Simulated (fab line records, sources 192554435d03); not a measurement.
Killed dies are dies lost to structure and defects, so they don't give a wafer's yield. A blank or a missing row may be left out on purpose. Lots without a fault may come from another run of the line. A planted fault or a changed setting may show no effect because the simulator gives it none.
Chamber matching | flow n5_finfet | N5_BEOL_M10_DESCUM_33 on rie_diel-01: 4 sister chambers
The step chemistry O2, time 7.9 s. 8 wafers are shown with their chamber, then 12 later ones without.

WAFERS WITH THEIR CHAMBER
wafer  | chamber | showerhead_plenum_p_Torr (Torr) | drypump_motor_current_A (A)
L083.5 | 2       | 2.07                            | 6.2
L082.1 | 2       | 2.07                            | 6.2
L082.6 | 0       | 2.02                            | 6.0
L086.1 | 3       | 2.00                            | 5.7
L086.5 | 1       | 2.06                            | 5.9
L088.1 | 1       | 2.05                            | 6.0
L088.2 | 0       | 2.01                            | 6.0
L088.6 | 3       | 2.00                            | 5.7

WAFERS WITHOUT THEIR CHAMBER
wafer  | showerhead_plenum_p_Torr (Torr) | drypump_motor_current_A (A)
L090.1 | 2.05                            | 5.9
L090.2 | 2.01                            | 6.1
L090.3 | 2.06                            | 6.2
L090.4 | 2.00                            | 5.7
L090.5 | 2.00                            | 5.7
L090.6 | 2.01                            | 6.1
L091.1 | 2.06                            | 6.2
L091.4 | 2.01                            | 6.1
L091.6 | 2.01                            | 6.1
L095.2 | 2.06                            | 6.2
L095.3 | 2.01                            | 6.0
L095.6 | 2.01                            | 6.1

WHICH CHAMBER EACH WENT THROUGH
wafer  | from the rows above | in truth
L090.1 | 1                   | 1
L090.2 | 0                   | 0
L090.3 | 2                   | 2
L090.4 | 3                   | 3
L090.5 | 3                   | 3
L090.6 | 0                   | 0
L091.1 | 2                   | 2
L091.4 | 0                   | 0
L091.6 | 0                   | 0
L095.2 | 2                   | 2
L095.3 | 0                   | 0
L095.6 | 0                   | 0
Placed correctly: 12 of 12. Can't be placed from these rows: 0. Placed wrongly: 0.
How it was worked out, from the rows above alone: a wafer's distance from a chamber is the root of the sum, over the readings, of the square of ((its reading less the chamber's mean) divided by the reading's scatter). The wafer belongs to the nearest chamber; if the next one is less than 2 further off, it can't be placed. A chamber's mean is the mean of its shown wafers. The scatter: the root of (the sum of the squares of (reading less its chamber's mean) over the shown wafers, divided by (wafers less chambers)).
